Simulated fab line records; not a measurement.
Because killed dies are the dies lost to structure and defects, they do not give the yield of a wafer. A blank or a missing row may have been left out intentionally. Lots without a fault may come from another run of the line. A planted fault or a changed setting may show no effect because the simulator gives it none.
Struck lot and sound lot, side by side	flow n5 finfet	18 out of 1938 route steps
Sound: these wafers, L272.1, L272.4, L272.6. Struck: wafers L269.4, L269.5, L269.6. Last of all comes the cause.
Order at every step that has rows: each side's tool, ch and its chambers, its first start. Under that, the readings that differ: sound wafers	struck wafers	difference of the means	sigmas: that difference in standard deviations of wafers without a fault.
alike: readings whose means differ by less than 2 such deviations, and words and numbers that are the same on both sides. not compared: withheld readings, readings that some wafer has no value for, bounds like >300 that may hide the same value, and numbers for which the record gives no deviation and whose values overlap.
A row with sigmas, a row that says differs or no value, or rows on one side alone: a step with any of these is where the two part. When numbers do not overlap yet have no deviation, they are printed without sigmas and do not part them. A reading that every wafer of one side lacks parts them only if that side has two wafers or more.

N5_BEOL_M12_CMP_49: polishes, stops on SiOC, t overpolish 20.6 s, target thk 320 nm.
  sound on cmp-01 ch 0,1,3, day 15 04:48; struck on cmp-04 ch 2,3, day 14 00:34
  alike: barrier field endpoint s, motor current A, overpolish run s, slurry filter dp kPa
N5_BEOL_M12_THK_MEAS_50: measures by xrf.
  struck on film metro-01, day 14 00:52; sound on film metro-01, day 15 05:03
  alike: M12_THK
then, 1 step without rows for these wafers: N5_BEOL_M12_PRE_CLEAN_52 (time 15 s).
N5_BEOL_M12_DEP_53: deposits SiCN from 3MS/NH3, target thk 30 nm, time 10.5 s.
  sound on pecvd-04 ch 0,1,2, day 15 05:07; struck on pecvd-01 ch 0,1,2, day 14 00:56
  alike: showerhead plenum p Torr, throttle valve pct
N5_BEOL_M12_RS_MEAS_54: measures by four-point-probe.
  struck on film metro-02, day 14 00:59; sound on film metro-02, day 15 05:11
  alike: M12_RS
N5_BEOL_M12_INSPECT_55: inspects for defects (darkfield).
  struck on defect inspect-01, day 14 01:01; sound on defect inspect-02, day 15 05:13
  alike: raw defect count
N5_BEOL_M13_ILD_DEP_00: deposits SiOC from DEMS/O2, target thk 837.92 nm, time 166.4 s.
  sound on pecvd-01 ch 0,1,2, day 15 05:14; struck on pecvd-04 ch 0,1,2, day 14 01:06
  alike: heater power w, showerhead plenum p Torr, throttle valve pct
N5_BEOL_M13_THK_MEAS_01:
  struck on film metro-01, day 14 01:12; sound on film metro-01, day 15 05:23
  alike: M13_ILD_THK
then, 4 steps without rows for these wafers: N5_BEOL_M13_COAT_58 (time 60 s, resist thk 89 nm); N5_BEOL_M13_COAT_04 (resist thk 400 nm); N5_BEOL_M13_EBR_06; N5_BEOL_M13_SOFTBAKE_05 (time 60 s).
N5_BEOL_M13_EXPOSE_07: exposes mask V12.
  sound on krf scanner-01 ch 0, day 15 05:39; struck on krf scanner-02 ch 0, day 14 01:20
reading	sound	struck	difference	sigmas
exposure dose mJ cm2	24.819 24.809 24.798	25.737 25.695 25.696	+0.901	+38
  alike: mask
then, 3 steps without rows for these wafers: N5_BEOL_M13_PEB_08 (peb time 90 s); N5_BEOL_M13_DEVELOP_09 (develop time 45 s); N5_BEOL_M13_HARDBAKE_14 (time 120 s).
N5_BEOL_M13_CD_MEAS_10: the cd target is 190 nm.
  sound on cd sem-01 ch 0, day 15 05:49; struck on cd sem-02 ch 0, day 14 01:30
reading	sound	struck	difference	sigmas
cd nm (nm)	189.6 191.5 191.1	194.0 193.7 194.1	+3.2	+2
N5_BEOL_M13_OVL_MEAS_11:
  sound on overlay-02 ch 0, day 15 05:51; struck on overlay-02 ch 0, day 14 01:32
  alike: V12_OVL

## WHERE THEY PART
First at N5_BEOL_M13_EXPOSE_07; last, within this record, at N5_BEOL_M13_CD_MEAS_10. Later steps at which nothing parts them and some readings are alike: N5_BEOL_M13_OVL_MEAS_11.

WHY: whatever the simulator had introduced
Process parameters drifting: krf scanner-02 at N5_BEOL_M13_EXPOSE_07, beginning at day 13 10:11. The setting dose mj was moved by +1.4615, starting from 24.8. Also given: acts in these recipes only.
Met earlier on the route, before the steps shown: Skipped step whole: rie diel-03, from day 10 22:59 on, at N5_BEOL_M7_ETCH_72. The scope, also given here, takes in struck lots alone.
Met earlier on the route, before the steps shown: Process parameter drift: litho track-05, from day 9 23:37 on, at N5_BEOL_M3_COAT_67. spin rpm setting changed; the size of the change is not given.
